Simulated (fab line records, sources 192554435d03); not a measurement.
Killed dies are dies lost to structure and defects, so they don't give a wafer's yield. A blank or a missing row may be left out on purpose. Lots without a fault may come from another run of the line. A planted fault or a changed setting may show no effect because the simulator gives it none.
fab line records | flow n5_finfet
record lots=7 wafers=39
route steps=1938 shown GATE_CUT@477
start_h: hours from the record's first day to the start of the lot's first wafer shown | wait_h: hours since the lot's step before | " the same as in the row above | L1.1+2: a row that stands for several wafers | - no value, or no start given | * or withheld: withheld | < > ~ a bound
route shown NAME@n: a module of which the file shows steps, and the number in the route of the first | usual: mean/standard deviation of fault-free wafers | same: alike in all rows | chamber/n: place in a boat | sites: the reading at each site | _std_site: their standard deviation | _edge_site: outer sites' mean less inner sites' | radius_mm: how far each site lies from the wafer's centre | mask NAME#n: copy n | behind: the tool/chamber that last shaped the wafer | hold: why the lot was held/for how many hours/how that ended | device: the transistor (n, p or np) that didn't switch | end of line: the same wafers' tests at the end of the route | a step without rows: its recipe alone | killed: dies lost to structure and defects at the first sort, not the wafer's yield | map: a wafer's dies, x killed, . not, _ none there
set.NAME: the setting as run; set.NAME@STEP: as run at that earlier step | model.NAME: the simulator's own value behind a step, which no gauge read
lots whose settings were changed on purpose; a table a step, a row a wafer
## steps
# step N5_GATE_CUT_HM_DEP_46
# recipe material=SiO2 target_thk_a=1300 temp_c=400 precursor=TEOS/O2 pressure_torr=6.5 rf_w=900 teos_flow_sccm=161.4 gas=O2 flow_sccm=2650 time_s=26.6
# columns lot.wafer tool chamber start_h wait_h set.time_s model.SiO2_of_GATE_CUT_HM_DEP_46.thk_nm
L075.1 pecvd-01 0 88.84 0.0 26.6 126.8
L075.2+6 " 1,0 " " 26.6 129.2
L075.3 " 0 " " 26.6 131
L075.4 " 1 " " 26.6 132
L075.5 " 1 " " 26.6 130.4
L076.1 pecvd-04 1 92.74 0.0 26.6 130.2
L076.2 " 2 " " 26.6 128.2
L076.3 " 0 " " 26.6 129
L076.4 " 2 " " 25.22 123
L076.5 " 0 " " 25.22 125
L076.6 " 1 " " 25.22 123.8
L077.1 pecvd-04 2 101.99 0.0 26.6 127
L077.4 " 2 " " 26.6 130.2
L077.6 " 1 " " 26.6 127.2
L079.1 pecvd-01 2 114.09 0.0 24.98 120.2
L079.2 " 0 " " 26.6 128.4
L079.3 " 1 " " 26.6 129.4
L079.4 " 1 " " 24.98 124
L079.5 " 2 " " 24.98 122.8
L079.6 " 0 " " 26.6 130.4
L089.1 pecvd-01 0 179.15 0.0 29.26 141.6
L089.2 " 1 " " 26.6 126.8
L089.3 " 2 " " 26.6 127.6
L089.4 " 2 " " 29.26 140.8
L089.5 " 0 " " 29.26 143.6
L089.6 " 1 " " 26.6 128.4
L092.1 pecvd-01 0 196.19 0.0 26.6 129.8
L092.2 " 1 " " 26.6 128.6
L092.3 " 2 " " 25.06 121.4
L092.4 " 1 " " 25.06 123.6
L092.5 " 0 " " 25.06 124
L092.6 " 2 " " 26.6 131.2
L093.1+5 pecvd-01 0,1 206.53 0.0 26.6 128.2
L093.2 " 1 " " 23.3 111.6
L093.3 " 2 " " 26.6 127.4
L093.4 " 0 " " 23.3 114.6
L093.6 " 2 " " 23.3 113.2
# step N5_GATE_CUT_COAT_34
# recipe resist=SOC temp_c=250 time_s=60 spin_rpm=1500 resist_thk_nm=60
# step N5_GATE_CUT_COAT_35
# recipe resist=SiARC temp_c=220 time_s=60 spin_rpm=1500 resist_thk_nm=10
# step N5_GATE_CUT_STRIP_38
# recipe chemistry=N2/H2 temp_c=40 n2_flow_sccm=200 h2_flow_sccm=200 rf_frequency_hz=6e+07
# step N5_GATE_CUT_STRIP_39
# recipe chemistry=N2/H2 temp_c=40 n2_flow_sccm=200 h2_flow_sccm=200 rf_frequency_hz=6e+07
# step N5_GATE_CUT_HM_OPEN_40
# recipe chemistry=C4F6/O2 target=SiO2 mask_material=SiARC target_depth_a=1390 time_s=85.1 ion_energy_ev=250 pressure_mtorr=30 source_w=345 bias_w=185 Ar_flow_sccm=300 C4F6_flow_sccm=10 O2_flow_sccm=10 ends=cleared
# usual etch_rf_on_time_s=94.4/2.7
# columns lot.wafer tool chamber start_h wait_h set.time_s@GATE_CUT_HM_DEP_46 etch_rf_on_time_s model.etch.depth_nm
L075.1 rie_diel-01 3 89.51 0.0 26.6 89.0 126.8
L075.2 " 2 " " 26.6 94.1 129.1
L075.3 " 1 " " 26.6 95.6 130.9
L075.4 " 0 " " 26.6 95.8 132.1
L075.5 " 3 " " 26.6 92.2 130.5
L075.6 " 2 " " 26.6 94.0 129.2
L076.1 rie_diel-01 3 93.43 0.0 26.6 91.9 130.2
L076.2 " 1 " " 26.6 93.3 128.2
L076.3 " 0 " " 26.6 93.5 129
L076.4 " 2 " " 25.22 89.8 123
L076.5 " 3 " " 25.22 88.9 125.1
L076.6 " 2 " " 25.22 90.9 123.7
L077.1 rie_diel-01 1 102.74 0.0 26.6 92.3 127.1
L077.4 " 3 " " 26.6 91.3 130.1
L077.6 " 1 " " 26.6 91.6 127.2
L079.1 rie_diel-02 2 115.27 0.0 24.98 90.1 120.2
L079.2 " 0 " " 26.6 96.9 128.5
L079.3 " 3 " " 26.6 92.5 129.4
L079.4 " 1 " " 24.98 91.0 123.9
L079.5 " 2 " " 24.98 91.7 122.7
L079.6 " 3 " " 26.6 92.7 130.4
L089.1 rie_diel-02 2 179.90 0.0 29.26 105.0 141.5
L089.2 " 3 " " 26.6 90.5 126.8
L089.3 " 1 " " 26.6 93.4 127.6
L089.4 " 0 " " 29.26 101.0 140.8
L089.5 " 0 " " 29.26 102.6 143.5
L089.6 " 3 " " 26.6 91.3 128.4
L092.1 rie_diel-03 3 196.81 0.0 26.6 97.6 129.8
L092.2 " 1 " " 26.6 95.0 128.7
L092.3 " 0 " " 25.06 88.9 121.3
L092.4 " 2 " " 25.06 86.7 123.7
L092.5 " 2 " " 25.06 85.8 124
L092.6 " 3 " " 26.6 98.4 131.2
L093.1 rie_diel-01 1 207.28 0.0 26.6 90.8 128.2
L093.2 " 0 " " 23.3 80.3 111.6
L093.3 " 2 " " 26.6 92.4 127.4
L093.4 " 3 " " 23.3 80.5 114.5
L093.5 " 3 " " 26.6 90.6 128.2
L093.6 " 2 " " 23.3 82.9 113.2
# step N5_GATE_CUT_STRIP_41
# recipe chemistry=CF4 resist=SiARC power_w=300 bias_power_w=75 pressure_mtorr=50 cf4_flow_sccm=150 rf_frequency_hz=6e+07
# step N5_GATE_CUT_STRIP_42
# recipe chemistry=O2 power_w=400 temp_c=40 pressure_mtorr=30 rf_frequency_hz=6e+07 bias_power_w=0 overash_fraction=0.3 o2_flow_sccm=225
# step N5_GATE_CUT_ETCH_19
# recipe chemistry=CH3F/O2 target=SiNx mask_material=SiO2 target_depth_a=537 time_s=76.7 pressure_mtorr=30 source_w=395 bias_w=73 Ar_flow_sccm=150 CH3F_flow_sccm=30 O2_flow_sccm=20 ion_energy_ev=120 ends=cleared
# step N5_GATE_CUT_CUT_ETCH_53
# recipe chemistry=SF6/Cl2 target=W mask_material=SiO2 target_depth_a=792 pressure_mtorr=8 icp_w=900 bias_w=80 SF6_flow_sccm=40 Cl2_flow_sccm=60 ends=cleared
# columns lot.wafer tool chamber start_h wait_h set.time_s@GATE_CUT_HM_DEP_46 model.SiO2_of_GATE_CUT_HM_DEP_46.thk_nm
L075.1 rie_metal-01 0 89.74 0.1 26.6 114.6
L075.2 " 1 " " 26.6 117
L075.3 " 1 " " 26.6 118.8
L075.4 " 0 " " 26.6 119.8
L075.5 " 0 " " 26.6 118.4
L075.6 " 1 " " 26.6 117.2
L076.1 rie_metal-01 1 93.66 0.1 26.6 118.2
L076.2 " 0 " " 26.6 116
L076.3 " 1 " " 26.6 116.8
L076.4 " 0 " " 25.22 110.8
L076.5 " 0 " " 25.22 113
L076.6 " 1 " " 25.22 111.6
L077.1+6 rie_metal-01 1,0 102.97 0.1 26.6 115
L077.4 " 0 " " 26.6 118
L079.1 rie_metal-01 0 115.50 0.1 24.98 108
L079.2 " 1 " " 26.6 116.4
L079.3 " 0 " " 26.6 117.2
L079.4 " 1 " " 24.98 111.8
L079.5 " 0 " " 24.98 110.6
L079.6 " 1 " " 26.6 118.2
L089.1 rie_metal-02 0 180.12 0.1 29.26 129.6
L089.2 " 1 " " 26.6 114.6
L089.3 " 0 " " 26.6 115.6
L089.4 " 1 " " 29.26 128.6
L089.5 " 0 " " 29.26 131.6
L089.6 " 1 " " 26.6 116.2
L092.1 rie_metal-01 0 197.04 0.1 26.6 117.8
L092.2 " 1 " " 26.6 116.6
L092.3 " 1 " " 25.06 109.2
L092.4 " 0 " " 25.06 111.6
L092.5 " 1 " " 25.06 111.8
L092.6 " 0 " " 26.6 119.2
L093.1 rie_metal-03 1 207.50 0.1 26.6 116.2
L093.2 " 0 " " 23.3 99.2
L093.3 " 1 " " 26.6 115.6
L093.4 " 0 " " 23.3 102.2
L093.5 " 0 " " 26.6 116
L093.6 " 1 " " 23.3 101.4
# step N5_GATE_CUT_CUT_ETCH_54
# recipe chemistry=Cl2/BCl3 target=TiN mask_material=SiO2 target_depth_a=967 pressure_mtorr=10 icp_w=1000 bias_w=126 Cl2_flow_sccm=53.25 bcl3_flow_sccm=21.75 Ar_flow_sccm=25 ends=cleared
# step N5_GATE_CUT_CUT_ETCH_55
# recipe chemistry=BCl3 target=HfO2 mask_material=SiO2 target_depth_a=32 ion_energy_ev=30 pressure_mtorr=5 icp_w=450 bias_w=18 bcl3_flow_sccm=80
# step N5_GATE_CUT_ALD_22
# recipe material=SiNx target_thk_a=160 temp_c=400 ald_precursor_family=SiH2I2 ald_co_reactant=N2/H2-plasma pulse_time_s=1 ald_cycles=320 purge_time_s=2 co_reactant_purge_time_s=2 pressure_torr=2
# step N5_GATE_CUT_CMP_23
# recipe stop_on=SiO2 t_overpolish_s=23.4 post_cmp_clean=alkaline_brush down_force_psi=2.5 platen_rpm=51.8 pad_velocity_m_s=1.0307 target_thk_nm=16
# step N5_GATE_CUT_THK_MEAS_24
# recipe reads=SiO2_of_GATE_CUT_HM_DEP_46+SiO2_flowable_of_ILD0_FCVD_FILL_01
# usual GC_FILL_THK=219.7/2.4
# columns lot.wafer tool chamber start_h wait_h set.time_s@GATE_CUT_HM_DEP_46 GC_FILL_THK[nm]
L075.1 film_metro-01 - 92.01 - 26.6 215.4
L075.2 " - " " 26.6 216.6
L075.3 " - " " 26.6 219.1
L075.4 " - " " 26.6 221.0
L075.5 " - " " 26.6 218.1
L075.6 " - " " 26.6 218.8
L076.1 film_metro-01 - 95.89 - 26.6 219.6
L076.2 " - " " 26.6 216.8
L076.3 " - " " 26.6 218.5
L076.4 " - " " 25.22 211.6
L076.5 " - " " 25.22 214.6
L076.6 " - " " 25.22 212.0
L077.1 film_metro-02 - 105.20 - 26.6 216.7
L077.4 " - " " 26.6 223.7
L077.6 " - " " 26.6 218.9
L079.1 film_metro-01 - 117.73 - 24.98 209.7
L079.2 " - " " 26.6 221.3
L079.3 " - " " 26.6 218.8
L079.4 " - " " 24.98 213.5
L079.5 " - " " 24.98 216.5
L079.6 " - " " 26.6 219.3
L089.1 film_metro-01 - 182.36 - 29.26 234.3
L089.2 " - " " 26.6 216.7
L089.3 " - " " 26.6 216.8
L089.4 " - " " 29.26 231.5
L089.5 " - " " 29.26 233.0
L089.6 " - " " 26.6 217.9
L092.1 film_metro-01 - 199.27 - 26.6 219.6
L092.2 " - " " 26.6 218.0
L092.3 " - " " 25.06 210.9
L092.4 " - " " 25.06 216.4
L092.5 " - " " 25.06 213.7
L092.6 " - " " 26.6 220.7
L093.1 film_metro-02 - 209.73 - 26.6 217.8
L093.2 " - " " 23.3 203.5
L093.3 " - " " 26.6 216.6
L093.4 " - " " 23.3 203.5
L093.5 " - " " 26.6 217.8
L093.6 " - " " 23.3 201.9
# step N5_GATE_CUT_CMP_43
# recipe material=SiO2 post_cmp_clean=rinse_only
# columns lot.wafer tool chamber start_h wait_h set.time_s@GATE_CUT_HM_DEP_46 model.SiO2_of_GATE_CUT_HM_DEP_46.thk_nm
L075.4+3+2+6+5 cmp-02 1,2,0,1,2 92.04 0.0 26.6 5
L075.1 " 3 " " 26.6 4.8
L076.2 cmp-01 1 95.93 0.0 26.6 4.8
L076.4+6 " 2,1 " " 25.22 4.6
L076.3+1 " 3,0 " " 26.6 5
L076.5 " 2 " " 25.22 4.8
L077.1+6 cmp-01 3,0 105.23 0.0 26.6 4.8
L077.4 " 2 " " 26.6 5
L079.2+3+6 cmp-02 3,1,0 117.76 0.0 26.6 5
L079.4 " 0 " " 24.98 4.8
L079.1+5 " 2,3 " " 24.98 4.6
L089.4+1+5 cmp-01 0,1,1 182.39 0.0 29.26 5.6
L089.2+3 " 2,3 " " 26.6 4.8
L089.6 " 0 " " 26.6 5
L092.2+1+6 cmp-02 2,1,2 199.30 0.0 26.6 5
L092.3+4 " 3,0 " " 25.06 4.6
L092.5 " 3 " " 25.06 4.8
L093.2+4+6 cmp-02 2,0,2 209.76 0.0 23.3 4.2
L093.1+3+5 " 3,1,3 " " 26.6 5
## key
split step=N5_GATE_CUT_HM_DEP_46 setting=time_s stated=26.6 by=wafer
response step=N5_GATE_CUT_HM_DEP_46 reading=model.SiO2_of_GATE_CUT_HM_DEP_46.thk_nm change=+1.24 per=1% r=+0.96
response step=N5_GATE_CUT_HM_OPEN_40 reading=etch_rf_on_time_s change=* per=1% r=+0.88
response step=N5_GATE_CUT_HM_OPEN_40 reading=model.etch.depth_nm change=+1.25 per=1% r=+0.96
response step=N5_GATE_CUT_CUT_ETCH_53 reading=model.SiO2_of_GATE_CUT_HM_DEP_46.thk_nm change=+1.26 per=1% r=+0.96
response step=N5_GATE_CUT_THK_MEAS_24 reading=GC_FILL_THK change=+1.25 per=1% r=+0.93
response step=N5_GATE_CUT_CMP_43 reading=model.SiO2_of_GATE_CUT_HM_DEP_46.thk_nm change=+0.0643 per=1% r=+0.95
